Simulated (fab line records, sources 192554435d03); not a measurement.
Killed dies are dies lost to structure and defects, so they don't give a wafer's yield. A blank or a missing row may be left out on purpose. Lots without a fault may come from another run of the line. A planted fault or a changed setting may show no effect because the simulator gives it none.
Chamber matching | flow n5_finfet | N5_BEOL_M1_ALD_84 on ald_metal-03: 4 sister chambers
The step deposits TaN, pulse time 2 s, purge time 3 s, co reactant purge time 2 s. 8 wafers are shown with their chamber, then 12 later ones without.

WAFERS WITH THEIR CHAMBER
wafer  | chamber | heater_power_w (W) | precursor_vessel_carrier_sccm (sccm)
L077.3 | 0       | 446                | 997.5
L077.5 | 1       | 456                | 1002.7
L079.6 | 1       | 453                | 1003.8
L084.2 | 0       | 443                | 1000.8
L084.5 | 2       | 370                | 995.2
L085.3 | 3       | 409                | 1001.0
L085.4 | 2       | 370                | 1003.0
L085.6 | 3       | 404                | 998.6

WAFERS WITHOUT THEIR CHAMBER
wafer  | heater_power_w (W) | precursor_vessel_carrier_sccm (sccm)
L089.1 | 408                | 998.3
L089.3 | 464                | 1004.0
L089.4 | 441                | 1003.5
L092.2 | 438                | 1003.1
L092.3 | 408                | 1000.0
L092.6 | 377                | 994.3
L094.1 | 433                | 998.9
L094.2 | 400                | 996.3
L094.6 | 418                | 1000.9
L095.2 | 413                | 1005.1
L095.3 | 449                | 999.6
L095.5 | 430                | 998.3

WHICH CHAMBER EACH WENT THROUGH
wafer  | from the rows above     | in truth
L089.1 | 3                       | 3
L089.3 | 1                       | 1
L089.4 | 0                       | 0
L092.2 | 0                       | 0
L092.3 | 3                       | 3
L092.6 | 2                       | 2
L094.1 | 0                       | 0
L094.2 | 3                       | 3
L094.6 | 3                       | 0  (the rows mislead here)
L095.2 | 3                       | 3
L095.3 | can't be placed: 0 or 1 | 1
L095.5 | 0                       | 0
Placed correctly: 10 of 12. Can't be placed from these rows: 1 (the true chamber is among the candidates in 1). Placed wrongly: 1.
How it was worked out, from the rows above alone: a wafer's distance from a chamber is the root of the sum, over the readings, of the square of ((its reading less the chamber's mean) divided by the reading's scatter). The wafer belongs to the nearest chamber; if the next one is less than 2 further off, it can't be placed. A chamber's mean is the mean of its shown wafers. The scatter: the root of (the sum of the squares of (reading less its chamber's mean) over the shown wafers, divided by (wafers less chambers)).
